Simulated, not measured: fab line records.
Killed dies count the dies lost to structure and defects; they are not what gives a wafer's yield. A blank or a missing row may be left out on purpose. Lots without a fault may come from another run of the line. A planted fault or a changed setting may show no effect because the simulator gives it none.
fab line records	flow n5-finfet
[record] lots = 11	wafers = 32	last-day = 17
route steps=1938 shown MOL_CONTACT_COAG@540 BEOL_M4@1111 PASSIVATION@1936
lots that met no fault: from a run of the same line without faults
start-h: hours from the record's opening day to when the first of the lot's shown wafers began	wait-h: hours from the lot's prior step to this one	" repeats the value in the row above	L1.1+2: one row covering several wafers at once	- no value present, or no start provided	* or withheld: withheld	< > ~ a bound
route shown NAME@n: names a module that has steps shown in the file, with the first one's number in the route	usual: mean/standard deviation taken from wafers without a fault	same: alike in all rows	chamber/n: place in a boat	sites: the reading at each site	_std_site: standard deviation of those values	_edge_site: the outer-site mean with the inner-site mean subtracted	radius-mm: for every site, how far away it sits from the centre of the wafer	mask NAME#n: copy n	behind: tool/chamber where the wafer was last shaped	hold: the reason the lot was held/the length of the hold in hours/how it ended	device: the n, p or np transistor that did not switch	end of line: the tests these same wafers got at the end of their route	a step given without rows: its recipe and nothing more	killed: count of dies lost to structure and defects at first sort (not the wafer's yield)	map: dies across one wafer; x = killed, . = not, _ = none there
set.NAME: setting as actually run; set.NAME@STEP: the setting as run at that earlier step	model.NAME: the simulator's own value behind a step, which no gauge read
a sample of lots followed through the steps of the route, with each step as a table and each wafer as a row
services: from which hour (start-h, from the record's first day; less than 0 if before it) a tool's chamber was out of use, for how many hours, and why
[[steps]]
[step N5_MOL_CONTACT_COAG_CD_MEAS_99]
[recipe] target-cd-nm = 17.2	polarity = opening
[usual] cd-nm = 17.2/0.41
lot.wafer	tool	chamber	start-h	wait-h	cd-nm
L956.1	cd-sem-02	-	107.11	-	16.5
L956.4	"	-	"	"	16.8
L956.5	"	-	"	"	16.6
L957.1	cd-sem-03	-	113.73	-	16.8
L957.2	"	-	"	"	17.0
L957.3	"	-	"	"	17.4
L958.2	cd-sem-02	-	122.05	-	17.3
L958.4	"	-	"	"	16.8
L958.6	"	-	"	"	17.2
L959.2	cd-sem-02	-	123.57	-	17.5
L959.4	"	-	"	"	17.6
L959.5	"	-	"	"	17.6
L961.1	cd-sem-03	-	135.96	-	17.7
L961.4	"	-	"	"	18.0
L961.5	"	-	"	"	18.3
L966.1	cd-sem-01	-	166.87	-	17.6
L966.4	"	-	"	"	17.4
L966.6	"	-	"	"	17.3
L968.2	cd-sem-01	-	180.04	-	17.5
L968.4	"	-	"	"	17.0
L968.6	"	-	"	"	17.3
L969.3	cd-sem-02	-	182.41	-	16.7
L969.6	"	-	"	"	17.3
L970.1	cd-sem-03	-	190.99	-	17.5
L970.3	"	-	"	"	16.8
L970.6	"	-	"	"	16.7
L971.2	cd-sem-02	-	196.37	-	16.9
L971.4	"	-	"	"	17.7
L971.5	"	-	"	"	17.4
L976.1	cd-sem-02	-	228.21	-	16.8
L976.2	"	-	"	"	17.1
L976.3	"	-	"	"	16.8
[step N5_MOL_CONTACT_COAG_CO_FILL_22]
[recipe] material = Co	target-thk-a = 200	temp-c = 200	precursor = CCTBA/H2	pressure-torr = 30
[usual] heater-power-w = 237/23
lot.wafer	tool	chamber	start-h	wait-h	heater-power-w	since-wet-clean-h
L956.1	cvd-co-01	0	110.08	0.1	223	652
L956.4	"	0	"	"	226	-
L956.5	"	2	"	"	209	-
L957.1	cvd-co-02	0	116.27	0.1	254	876
L957.2	"	2	"	"	218	417
L957.3	"	2	"	"	227	-
L958.2	cvd-co-01	2	124.12	0.1	212	206
L958.4	"	2	"	"	214	-
L958.6	"	1	"	"	275	-
L959.2	cvd-co-01	2	125.28	0.1	215	207
L959.4	"	1	"	"	282	-
L959.5	"	0	"	"	227	-
L961.1	cvd-co-02	1	138.10	0.1	234	2
L961.4	"	2	"	"	222	-
L961.5	"	0	"	"	253	-
L966.1	cvd-co-02	2	169.82	0.1	223	471
L966.4	"	1	"	"	225	-
L966.6	"	2	"	"	224	-
L968.2	cvd-co-01	2	183.62	0.1	217	266
L968.4	"	1	"	"	281	-
L968.6	"	2	"	"	210	-
L969.3	cvd-co-01	1	185.81	0.1	282	1165
L969.6	"	2	"	"	219	-
L970.1	cvd-co-01	2	193.27	0.1	212	275
L970.3	"	1	"	"	275	1172
L970.6	"	1	"	"	281	-
L971.2	cvd-co-01	1	198.50	0.1	273	1177
L971.4	"	1	"	"	273	-
L971.5	"	0	"	"	218	-
L976.1	cvd-co-02	0	231.79	0.1	249	992
L976.2	"	2	"	"	217	533
L976.3	"	1	"	"	235	95
[step N5_MOL_CONTACT_COAG_ANNEAL_113]
[recipe] temp-c = 400	time-s = 300	ambient = H2/N2
[usual] anneal-temp-c = 399.98/0.21	lamp-power-pct = 2.6/0.31	lamp_zone_6_pct = 2.6/0.31	wafer_temp_C_max = 402.4/0.47
lot.wafer	tool	chamber	start-h	wait-h	anneal-temp-c	lamp-power-pct	lamp_zone_6_pct	wafer_temp_C_max
L956.1	rtp-anneal-02	0	110.70	0.3	399.78	3.0	3.0	402.2
L956.4	"	0	"	"	399.69	3.0	3.0	402.4
L956.5	"	0	"	"	399.89	3.0	3.0	402.9
L957.1	rtp-anneal-02	0	117.39	0.8	399.71	3.0	3.0	403.1
L957.2	"	0	"	"	399.51	3.0	3.0	402.0
L957.3	"	0	"	"	399.86	3.0	3.0	402.7
L958.2	rtp-anneal-01	0	124.91	0.5	399.86	2.4	2.3	401.9
L958.4	"	0	"	"	399.88	2.4	2.3	403.5
L958.6	"	0	"	"	400.31	2.4	2.3	402.2
L959.2	rtp-anneal-01	0	126.08	0.5	399.86	2.4	2.3	403.2
L959.4	"	0	"	"	399.83	2.4	2.3	402.5
L959.5	"	0	"	"	400.02	2.4	2.3	401.7
L961.1	rtp-anneal-01	0	138.81	0.4	400.22	2.4	2.3	402.3
L961.4	"	0	"	"	400.09	2.4	2.3	402.1
L961.5	"	0	"	"	399.67	2.4	2.3	401.7
L966.1	rtp-anneal-02	0	170.43	0.3	400.01	3.0	3.0	401.4
L966.4	"	0	"	"	400.11	3.0	3.0	403.0
L966.6	"	0	"	"	400.29	3.0	3.0	401.9
L968.2	rtp-anneal-02	0	184.39	0.5	399.99	3.0	3.0	402.5
L968.4	"	0	"	"	399.62	3.0	3.0	403.0
L968.6	"	0	"	"	399.70	3.0	3.0	401.8
L969.3	rtp-anneal-01	0	186.73	0.6	399.87	2.4	2.3	403.2
L969.6	"	0	"	"	399.80	2.4	2.3	402.2
L970.1	rtp-anneal-01	0	193.89	0.3	399.87	2.4	2.3	402.4
L970.3	"	0	"	"	399.99	2.4	2.3	402.5
L970.6	"	0	"	"	400.19	2.4	2.3	402.3
L971.2	rtp-anneal-01	0	199.43	0.6	400.07	2.4	2.3	401.7
L971.4	"	0	"	"	399.99	2.4	2.3	402.7
L971.5	"	0	"	"	399.87	2.4	2.3	401.4
L976.1	rtp-anneal-01	0	232.40	0.3	399.85	2.4	2.3	402.2
L976.2	"	0	"	"	400.18	2.4	2.3	402.5
L976.3	"	0	"	"	400.09	2.4	2.3	402.5
[step N5_MOL_CONTACT_COAG_COAT_77]
[recipe] resist = underlayer	temp-c = 205	time-s = 60	spin-rpm = 1500	resist-thk-nm = 10
[usual] spin-speed-rpm = 1500.1/0.92
lot.wafer	tool	chamber	start-h	wait-h	spin-speed-rpm
L956.1	litho-track-05	0	119.15	-	1501.3
L956.4	"	0	"	"	1501.0
L956.5	"	0	"	"	1501.6
L957.1	litho-track-05	0	122.88	-	1499.9
L957.2	"	0	"	"	1501.0
L957.3	"	0	"	"	1501.1
L958.2	litho-track-01	0	129.52	-	1498.3
L958.4	"	0	"	"	1500.0
L958.6	"	0	"	"	1498.5
L959.2	litho-track-01	0	133.80	-	1500.1
L959.4	"	0	"	"	1499.5
L959.5	"	0	"	"	1501.1
L961.1	litho-track-02	0	144.31	-	1500.8
L961.4	"	0	"	"	1498.6
L961.5	"	0	"	"	1499.7
L966.1	litho-track-01	0	176.32	-	1428.4
L966.4	"	0	"	"	1429.6
L966.6	"	0	"	"	1429.3
L968.2	litho-track-01	0	192.01	-	1428.9
L968.4	"	0	"	"	1427.6
L968.6	"	0	"	"	1427.3
L969.3	litho-track-05	0	192.87	-	1500.2
L969.6	"	0	"	"	1500.0
L970.1	litho-track-05	0	199.46	-	1499.0
L970.3	"	0	"	"	1499.5
L970.6	"	0	"	"	1500.8
L971.2	litho-track-05	0	204.88	-	1499.3
L971.4	"	0	"	"	1499.6
L971.5	"	0	"	"	1500.2
L976.1	litho-track-05	0	238.25	-	1500.9
L976.2	"	0	"	"	1501.0
L976.3	"	0	"	"	1500.3
[step N5_BEOL_M4_RC_MEAS_101]
[usual] DIBL_N = 36.2/2	DIBL_P = 36.1/2.4	IOFF_N = 0.16/0.035	IOFF_P = 0.22/0.041	ION_N = 675/14	ION_P = 465/8.6	SS_N = 71.5/0.64	SS_P = 73.2/0.76	VT_N = 250/3.9	VT_P = -249/3.4
lot.wafer	tool	chamber	start-h	wait-h	DIBL_N[mV/V]	DIBL_P[mV/V]	IOFF_N[nA/um]	IOFF_P[nA/um]	ION_N[uA/um]	ION_P[uA/um]	SS_N[mV/dec]	SS_P[mV/dec]	VT_N[mV]	VT_P[mV]
L956.1	prober-02	0	196.07	0.0	36.6	35.9	0.18	0.23	688	476	71.7	73.7	245	-248
L956.4	"	0	"	"	35.0	33.7	0.14	0.18	659	447	71.1	72.8	251	-252
L956.5	"	0	"	"	37.3	37.3	0.20	0.25	688	469	71.7	74.3	241	-246
L957.1	prober-02	0	199.14	0.0	32.9	33.1	0.10	0.15	650	449	71.1	71.9	256	-252
L957.2	"	0	"	"	34.0	35.1	0.12	0.18	658	463	71.1	72.5	254	-250
L957.3	"	0	"	"	33.6	35.0	0.10	0.17	643	454	70.4	73.3	257	-252
L959.2	prober-01	0	206.14	0.2	34.8	34.5	0.13	0.20	665	456	71.7	72.6	248	-251
L959.4	"	0	"	"	35.7	36.2	0.16	0.22	680	470	71.5	73.6	248	-246
L959.5	"	0	"	"	35.7	36.0	0.16	0.23	675	476	71.6	72.8	249	-249
L958.2	prober-02	0	209.19	0.2	38.1	38.2	0.18	0.24	681	465	72.1	74.5	247	-249
L958.4	"	0	"	"	38.1	38.2	0.17	0.24	670	457	72.8	73.7	251	-247
L958.6	"	0	"	"	37.6	37.4	0.17	0.23	672	463	72.0	73.8	248	-251
L961.1	prober-01	0	213.22	0.0	35.8	36.1	0.17	0.22	674	459	72.0	72.8	245	-247
L961.4	"	0	"	"	39.0	40.3	0.22	0.29	679	463	72.3	73.5	248	-244
L961.5	"	0	"	"	36.4	37.6	0.18	0.25	686	467	70.7	74.2	248	-245
L966.1	prober-01	0	255.86	0.0	37.1	38.2	0.16	0.24	678	467	71.9	73.2	249	-248
L966.4	"	0	"	"	35.0	35.3	0.13	0.19	661	461	71.2	72.9	254	-249
L966.6	"	0	"	"	36.6	38.1	0.16	0.23	679	472	71.1	73.7	251	-248
L968.2	prober-02	0	264.35	0.2	37.5	37.1	0.17	0.23	675	461	72.2	73.9	249	-249
L968.4	"	0	"	"	37.6	37.2	0.17	0.23	680	462	72.6	73.5	250	-247
L968.6	"	0	"	"	33.6	33.2	0.12	0.18	682	476	70.6	71.9	253	-250
L969.3	prober-01	0	264.55	0.3	36.6	37.2	0.16	0.23	677	472	71.4	72.4	249	-246
L969.6	"	0	"	"	33.0	31.7	0.10	0.16	653	453	71.0	71.6	255	-251
L971.2	prober-01	0	272.26	0.2	37.2	38.9	0.16	0.20	670	458	71.8	73.8	249	-255
L971.4	"	0	"	"	36.1	38.3	0.16	0.20	680	470	71.5	73.7	249	-251
L971.5	"	0	"	"	37.1	38.6	0.17	0.21	685	465	72.0	73.9	251	-250
L970.1	prober-02	0	272.29	0.0	34.9	33.2	0.13	0.18	677	466	70.9	72.7	251	-251
L970.3	"	0	"	"	38.7	37.5	0.19	0.24	674	463	72.2	74.4	248	-247
L970.6	"	0	"	"	40.8	40.7	0.24	0.28	703	472	72.0	74.0	243	-247
L976.1	prober-01	0	314.81	0.0	36.4	36.3	0.15	0.18	654	446	71.6	73.3	257	-255
L976.2	"	0	"	"	36.0	36.5	0.14	0.18	671	454	71.5	73.3	254	-254
L976.3	"	0	"	"	33.9	33.8	0.12	0.16	669	458	70.8	71.7	254	-256
[step N5_PASSIVATION_PROBE_49]
[usual] defect-limited-yield = 91.1/1.4	killed_at_M0_to_M3 = 36/9.9	killed_at_M4_up = 13/5.8	killed-at-contacts = 14/5.9	killed-at-front-end = 39/11	killed-at-other = 3.4/2.9	killed-dies = 105/17	killed-open = 70/13	killed-short = 34/7.3	sort_bin_5_function = 5.3/1	sort_bin_6_memory = 3.3/0.62	sort_bin_8_speed = 0.01/0.057	sort-n-pass = 1075/17
[same] gross-dies = 1180	killed-at-back-side = 0	sort_bin_4_leakage[%] = 0
lot.wafer	tool	chamber	start-h	wait-h	defect-limited-yield[%]	killed_at_M0_to_M3	killed_at_M4_up	killed-at-contacts	killed-at-front-end	killed-at-other	killed-dies	killed-open	killed-short	sort_bin_5_function[%]	sort_bin_6_memory[%]	sort_bin_8_speed[%]	sort-n-pass
L956.1	prober-01	-	297.32	0.0	90.3	36	5	17	54	3	115	77	38	5.3	4.3	0	1065
L956.4	prober-01	-	297.47	0.2	92.7	29	6	14	37	0	86	61	25	4.7	2.3	0	1094
L956.5	prober-01	-	297.52	0.2	91.8	44	5	6	41	1	97	67	30	4.7	3.1	0	1083
L957.1	prober-02	-	306.75	0.0	91.9	39	3	8	43	2	95	64	31	4.8	3.1	0	1085
L957.2	prober-02	-	306.80	0.1	87.9	43	10	25	58	7	143	103	39	7.5	4.2	0	1037
L957.3	prober-02	-	306.85	0.1	90.7	39	9	17	36	9	110	65	39	5.3	3.6	0.34	1068
L959.2	prober-02	-	314.62	0.1	87.2	48	17	23	61	2	151	115	33	7.9	4.7	0	1029
L959.4	prober-02	-	314.72	0.2	88.6	55	16	13	49	1	134	96	36	7.7	3.2	0	1046
L959.5	prober-02	-	314.77	0.2	90.2	39	11	9	55	2	116	80	36	5.6	4.0	0	1064
L958.2	prober-02	-	320.27	0.1	90.8	31	19	9	44	5	108	63	45	5.0	4.1	0	1072
L958.4	prober-02	-	320.37	0.2	90.9	31	11	13	47	5	107	77	30	5.6	3.4	0	1073
L958.6	prober-02	-	320.47	0.3	91.9	41	11	7	30	6	95	62	33	4.7	3.0	0	1085
L961.1	prober-01	-	322.65	0.0	90.6	22	18	20	49	2	111	81	29	6.6	2.5	0	1069
L961.4	prober-01	-	322.80	0.2	92.5	22	11	15	37	4	89	64	25	4.5	2.7	0	1091
L961.5	prober-01	-	322.85	0.2	89.3	39	8	25	52	2	126	78	48	6.3	4.2	0	1054
L966.1	prober-02	-	353.23	0.1	90.0	34	11	29	41	3	118	64	53	7.0	2.4	0	1062
L966.4	prober-02	-	353.38	0.2	91.3	19	7	34	42	1	103	61	42	5.8	2.5	0	1077
L966.6	prober-02	-	353.48	0.3	91.1	41	11	15	38	0	105	67	37	5.3	3.6	0	1075
L968.2	prober-01	-	363.23	0.1	92.4	31	8	18	30	3	90	46	31	4.2	2.2	0	1090
L968.4	prober-01	-	363.33	0.2	90.6	45	6	10	49	1	111	60	48	5.6	3.5	0	1069
L968.6	prober-01	-	363.43	0.3	92.6	39	9	13	26	0	87	60	26	4.0	3.1	0	1093
L969.3	prober-01	-	379.18	0.1	88.9	56	16	16	42	1	131	92	38	6.9	3.6	0	1049
L969.6	prober-01	-	379.33	0.3	89.2	47	14	25	41	0	127	82	44	6.6	3.7	0	1053
L970.1	prober-02	-	385.70	0.0	92.4	25	21	13	29	2	90	60	28	4.6	2.7	0	1090
L970.3	prober-02	-	385.80	0.1	92.0	23	10	17	41	3	94	68	24	4.2	3.6	0	1086
L970.6	prober-02	-	385.95	0.3	93.7	17	11	9	30	7	74	55	16	3.6	2.5	0	1106
L971.2	prober-01	-	390.70	0.1	87.8	43	14	17	64	6	144	86	53	7.3	4.6	0	1036
L971.4	prober-01	-	390.80	0.2	88.9	28	9	19	72	3	131	85	46	7.9	2.8	0	1049
L971.5	prober-01	-	390.85	0.2	90.3	38	8	8	60	1	115	68	43	4.7	4.6	0	1065
L976.1	prober-02	-	414.09	0.0	91.4	34	8	14	39	7	102	57	45	4.3	3.7	0	1078
L976.2	prober-02	-	414.14	0.1	91.8	34	10	9	41	3	97	64	33	4.7	3.5	0	1083
L976.3	prober-02	-	414.19	0.1	91.8	32	5	10	41	9	97	56	39	5.5	2.4	0	1083
// killed by level:class
L956.1 STI_FIN_REVEAL:geometric-particle:open=21 MOL_CONTACT_COAG:geometric-particle:open=15 BEOL_M3:geometric-particle:open=8 FIN_SAQP:geometric-particle:open=7 BEOL_M1:geometric-particle:open=7 FIN_SAQP:geometric-particle:short=6 BEOL_M3:geometric-particle:short=5 DUMMY_GATE:geometric-particle:open=4
L956.4 MOL_CONTACT_COAG:geometric-particle:open=12 BEOL_M3:geometric-particle:open=11 FIN_SAQP:geometric-particle:open=9 FIN_SAQP:geometric-particle:short=7 STI_FIN_REVEAL:geometric-particle:open=6 BEOL_M0_SAQP:geometric-particle:open=5 BEOL_M0_SAQP:geometric-particle:short=5 FIN_CUT:geometric-particle:short=3
L956.5 BEOL_M1:geometric-particle:open=10 BEOL_M3:geometric-particle:open=9 FIN_SAQP:geometric-particle:open=8 BEOL_M2:geometric-particle:open=7 BEOL_M0_SAQP:geometric-particle:short=7 BEOL_M0_SAQP:geometric-particle:open=7 FIN_SAQP:geometric-particle:short=5 STI_FIN_REVEAL:geometric-particle:open=5
L957.1 BEOL_M0_SAQP:geometric-particle:open=16 FIN_SAQP:geometric-particle:short=15 FIN_SAQP:geometric-particle:open=13 BEOL_M2:geometric-particle:open=9 BEOL_M1:geometric-particle:open=7 MOL_CONTACT_COAG:geometric-particle:open=6 BEOL_M0_SAQP:geometric-particle:short=4 STARTING-WAFER:geometric-particle:open=4
L957.2 FIN_SAQP:geometric-particle:open=37 MOL_CONTACT_COAG:geometric-particle:open=20 FIN_SAQP:geometric-particle:short=11 BEOL_M3:geometric-particle:open=9 BEOL_M0_SAQP:geometric-particle:short=9 BEOL_M0_SAQP:geometric-particle:open=9 BEOL_M2:geometric-particle:open=9 MOL_CONTACT_COAG:geometric-particle:short=5
L957.3 FIN_SAQP:geometric-particle:open=19 MOL_CONTACT_COAG:geometric-particle:open=14 BEOL_M0_SAQP:geometric-particle:short=13 FIN_SAQP:geometric-particle:short=7 BEOL_M0_SAQP:geometric-particle:open=6 BEOL_M1:geometric-particle:open=5 BEOL_M2:geometric-particle:open=5 STI_FIN_REVEAL:geometric-particle:open=3
L959.2 FIN_SAQP:geometric-particle:open=26 MOL_CONTACT_COAG:geometric-particle:open=20 BEOL_M1:geometric-particle:open=18 FIN_SAQP:geometric-particle:short=11 STI_FIN_REVEAL:geometric-particle:open=10 BEOL_M4:geometric-particle:open=9 BEOL_M3:geometric-particle:open=8 BEOL_M0_SAQP:geometric-particle:open=5
L959.4 FIN_SAQP:geometric-particle:open=18 MOL_CONTACT_COAG:geometric-particle:open=12 BEOL_M0:geometric-particle:open=10 STI_FIN_REVEAL:geometric-particle:open=9 BEOL_M0_SAQP:geometric-particle:open=9 BEOL_M0_SAQP:geometric-particle:short=8 BEOL_M2:geometric-particle:open=7 BEOL_M1:geometric-particle:open=7
L959.5 FIN_SAQP:geometric-particle:open=21 BEOL_M1:geometric-particle:open=11 FIN_SAQP:geometric-particle:short=9 MOL_CONTACT_COAG:geometric-particle:open=8 BEOL_M0_SAQP:geometric-particle:open=8 GATE_CUT:geometric-particle:open=7 BEOL_M0_SAQP:geometric-particle:short=7 BEOL_M3:geometric-particle:open=5
L958.2 BEOL_M0_SAQP:geometric-particle:short=15 STI_FIN_REVEAL:geometric-particle:open=12 FIN_SAQP:geometric-particle:open=10 MOL_CONTACT_COAG:geometric-particle:open=7 BEOL_M0_SAQP:geometric-particle:open=6 FIN_SAQP:geometric-particle:short=5 BEOL_M5:geometric-particle:short=5 BEOL_M8:geometric-particle:open=4
L958.4 DUMMY_GATE:geometric-particle:open=13 FIN_SAQP:geometric-particle:open=12 MOL_CONTACT_COAG:geometric-particle:open=10 BEOL_M0_SAQP:geometric-particle:short=10 BEOL_M0_SAQP:geometric-particle:open=7 BEOL_M3:geometric-particle:open=7 FIN_SAQP:geometric-particle:short=6 BEOL_M4:geometric-particle:open=6
L958.6 BEOL_M3:geometric-particle:open=10 FIN_SAQP:geometric-particle:open=8 BEOL_M0_SAQP:geometric-particle:short=8 FIN_SAQP:geometric-particle:short=6 DUMMY_GATE:geometric-particle:open=6 BEOL_M2:geometric-particle:open=6 STI_FIN_REVEAL:geometric-particle:open=5 MOL_CONTACT_COAG:geometric-particle:open=5
L961.1 MOL_CONTACT_COAG:geometric-particle:open=18 STI_FIN_REVEAL:geometric-particle:open=12 FIN_SAQP:geometric-particle:open=9 FIN_SAQP:geometric-particle:short=5 BEOL_M2:geometric-particle:open=5 BEOL_M3:geometric-particle:open=5 GATE_CUT:geometric-particle:open=4 BEOL_M0_SAQP:geometric-particle:open=4
L961.4 STI_FIN_REVEAL:geometric-particle:open=12 MOL_CONTACT_COAG:geometric-particle:open=12 BEOL_M0_SAQP:geometric-particle:short=6 BEOL_M2:geometric-particle:open=6 BEOL_M0_SAQP:geometric-particle:open=5 FIN_SAQP:geometric-particle:short=4 FIN_SAQP:geometric-particle:open=4 BEOL_M3:geometric-particle:open=4
L961.5 MOL_CONTACT_COAG:geometric-particle:open=18 STI_FIN_REVEAL:geometric-particle:open=16 BEOL_M0_SAQP:geometric-particle:short=13 FIN_SAQP:geometric-particle:short=10 BEOL_M0_SAQP:geometric-particle:open=10 MOL_CONTACT_COAG:geometric-particle:short=7 FIN_SAQP:geometric-particle:open=6 GATE_CUT:geometric-particle:short=5
L966.1 MOL_CONTACT_COAG:geometric-particle:open=20 FIN_SAQP:geometric-particle:short=18 MOL_CONTACT_COAG:geometric-particle:short=9 BEOL_M0_SAQP:geometric-particle:short=7 STI_FIN_REVEAL:geometric-particle:open=7 BEOL_M2:geometric-particle:open=7 BEOL_M1:geometric-particle:open=6 BEOL_M0_SAQP:geometric-particle:open=4
L966.4 MOL_CONTACT_COAG:geometric-particle:open=25 FIN_SAQP:geometric-particle:short=16 FIN_SAQP:geometric-particle:open=12 MOL_CONTACT_COAG:geometric-particle:short=9 BEOL_M0_SAQP:geometric-particle:open=5 BEOL_M0_SAQP:geometric-particle:short=4 GATE_CUT:geometric-particle:short=3 BEOL_M1:geometric-particle:open=3
L966.6 MOL_CONTACT_COAG:geometric-particle:open=13 BEOL_M2:geometric-particle:open=12 BEOL_M3:geometric-particle:open=10 BEOL_M0_SAQP:geometric-particle:short=8 FIN_SAQP:geometric-particle:open=7 FIN_SAQP:geometric-particle:short=7 DUMMY_GATE:geometric-particle:open=5 GATE_CUT:geometric-particle:short=4
L968.2 HKMG_FIN:area-etch=13 MOL_CONTACT_COAG:geometric-particle:short=9 MOL_CONTACT_COAG:geometric-particle:open=9 BEOL_M0_SAQP:geometric-particle:short=9 BEOL_M0_SAQP:geometric-particle:open=8 GATE_CUT:geometric-particle:open=5 BEOL_M3:geometric-particle:short=4 BEOL_M2:geometric-particle:short=3
L968.4 BEOL_M0_SAQP:geometric-particle:short=13 FIN_SAQP:geometric-particle:short=11 STI_FIN_REVEAL:geometric-particle:open=10 BEOL_M0_SAQP:geometric-particle:open=8 BEOL_M2:geometric-particle:open=8 FIN_SAQP:geometric-particle:open=7 MOL_CONTACT_COAG:geometric-particle:open=7 STI_FIN_REVEAL:geometric-particle:short=6
L968.6 BEOL_M1:geometric-particle:open=13 BEOL_M0_SAQP:geometric-particle:open=9 MOL_CONTACT_COAG:geometric-particle:open=9 GATE_CUT:geometric-particle:short=7 BEOL_M2:geometric-particle:open=6 DUMMY_GATE:geometric-particle:open=5 FIN_SAQP:geometric-particle:short=4 STI_FIN_REVEAL:geometric-particle:open=4
L969.3 BEOL_M2:geometric-particle:open=18 STI_FIN_REVEAL:geometric-particle:open=17 MOL_CONTACT_COAG:geometric-particle:open=15 BEOL_M0_SAQP:geometric-particle:open=13 BEOL_M0_SAQP:geometric-particle:short=12 BEOL_M1:geometric-particle:open=7 FIN_SAQP:geometric-particle:short=6 BEOL_M4:geometric-particle:open=5
L969.6 MOL_CONTACT_COAG:geometric-particle:open=21 BEOL_M0_SAQP:geometric-particle:short=15 STI_FIN_REVEAL:geometric-particle:open=14 BEOL_M0_SAQP:geometric-particle:open=12 BEOL_M2:geometric-particle:open=9 GATE_CUT:geometric-particle:short=7 FIN_SAQP:geometric-particle:short=4 BEOL_M5:geometric-particle:open=4
L970.1 BEOL_M4:geometric-particle:open=12 MOL_CONTACT_COAG:geometric-particle:open=9 STI_FIN_REVEAL:geometric-particle:open=8 BEOL_M0_SAQP:geometric-particle:short=5 GATE_CUT:geometric-particle:short=5 MOL_CONTACT_COAG:geometric-particle:short=4 BEOL_M0_SAQP:geometric-particle:open=4 BEOL_M2:geometric-particle:open=4
L970.3 MOL_CONTACT_COAG:geometric-particle:open=14 STI_FIN_REVEAL:geometric-particle:open=12 FIN_SAQP:geometric-particle:open=7 BEOL_M1:geometric-particle:open=6 BEOL_M2:geometric-particle:open=5 DUMMY_GATE:geometric-particle:open=4 GATE_CUT:geometric-particle:open=4 STI_FIN_REVEAL:geometric-particle:short=3
L970.6 FIN_SAQP:geometric-particle:open=12 MOL_CONTACT_COAG:geometric-particle:open=8 STI_FIN_REVEAL:geometric-particle:open=7 BEOL_M0_SAQP:geometric-particle:short=5 BEOL_M0_SAQP:geometric-particle:open=4 BEOL_M3:geometric-particle:open=3 BEOL_M4:geometric-particle:open=3 BEOL_M2:geometric-particle:open=3
L971.2 FIN_SAQP:geometric-particle:short=14 MOL_CONTACT_COAG:geometric-particle:open=14 BEOL_M0_SAQP:geometric-particle:short=11 BEOL_M0_SAQP:geometric-particle:open=11 GATE_CUT:geometric-particle:short=9 FIN_SAQP:geometric-particle:open=8 BEOL_M1:geometric-particle:open=7 DUMMY_GATE:geometric-particle:open=6
L971.4 MOL_CONTACT_COAG:geometric-particle:open=17 FIN_SAQP:geometric-particle:short=16 STI_FIN_REVEAL:geometric-particle:open=15 FIN_SAQP:geometric-particle:open=12 DUMMY_GATE:geometric-particle:open=7 BEOL_M0_SAQP:geometric-particle:open=7 BEOL_M1:geometric-particle:open=5 GATE_CUT:geometric-particle:open=5
L971.5 FIN_SAQP:geometric-particle:short=20 STI_FIN_REVEAL:geometric-particle:open=11 BEOL_M0_SAQP:geometric-particle:open=10 BEOL_M1:geometric-particle:open=8 MOL_CONTACT_COAG:geometric-particle:open=7 GATE_CUT:geometric-particle:short=6 BEOL_M3:geometric-particle:open=6 STARTING-WAFER:geometric-particle:open=5
L976.1 STI_FIN_REVEAL:geometric-particle:open=12 MOL_CONTACT_COAG:geometric-particle:open=12 FIN_SAQP:geometric-particle:short=11 BEOL_M0_SAQP:geometric-particle:short=11 BEOL_M0_SAQP:geometric-particle:open=9 BEOL_M0:geometric-particle:open=7 FIN_SAQP:geometric-particle:open=5 GATE_CUT:geometric-particle:short=4
L976.2 STI_FIN_REVEAL:geometric-particle:open=11 FIN_SAQP:geometric-particle:short=10 BEOL_M0_SAQP:geometric-particle:open=10 MOL_CONTACT_COAG:geometric-particle:open=8 BEOL_M0_SAQP:geometric-particle:short=8 FIN_SAQP:geometric-particle:open=5 BEOL_M0:geometric-particle:open=5 BEOL_M3:geometric-particle:open=4
L976.3 FIN_SAQP:geometric-particle:open=12 FIN_SAQP:geometric-particle:short=10 MOL_CONTACT_COAG:geometric-particle:open=10 BEOL_M0_SAQP:geometric-particle:short=10 BEOL_M0_SAQP:geometric-particle:open=7 BEOL_M1:geometric-particle:open=6 GATE_CUT:geometric-particle:short=5 STI_FIN_REVEAL:geometric-particle:open=4
[[services]]
tool	chamber	start-h	hours	kind
litho-track-01	-	101.81	-	consumable-replace:filter
cvd-co-02	1	114.67	-	clean
cvd-co-02	1	114.67	22.0	scheduled-down
cvd-co-02	1	114.67	22.0	vent-cycle
litho-track-01	-	137.58	-	consumable-replace:filter
cvd-co-02	-	189.79	0.3	repair
cvd-co-02	-	214.59	2.8	pm
[[key]]
[first-sign] step = N5_MOL_CONTACT_COAG_COAT_77	reading = spin-speed-rpm	direction = down	sigmas = 77	usual = *	struck = *
effect none on later readings
met-at N5_MOL_CONTACT_COAG_COAT_77
struck-lots L966,L968
[baseline-loss] step = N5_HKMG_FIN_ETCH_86	wafers = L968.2
not-acting-at N5_MOL_CONTACT_COAG_CD_MEAS_99,N5_MOL_CONTACT_COAG_CO_FILL_22,N5_MOL_CONTACT_COAG_ANNEAL_113
onset-between 133.80 176.32
[fault] kind = process-parameter-drift	tool = litho-track-01	chamber = -	onset-h = 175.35	steps = N5_MOL_CONTACT_COAG_COAT_77	channel = spin-rpm	offset = *	shape = step	end-h = 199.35	acts-in = *	stated = *
// baseline-loss: these wafers lose ten dies or more at that step, a loss of the line's own and not of a fault; the sort's usual values leave them out
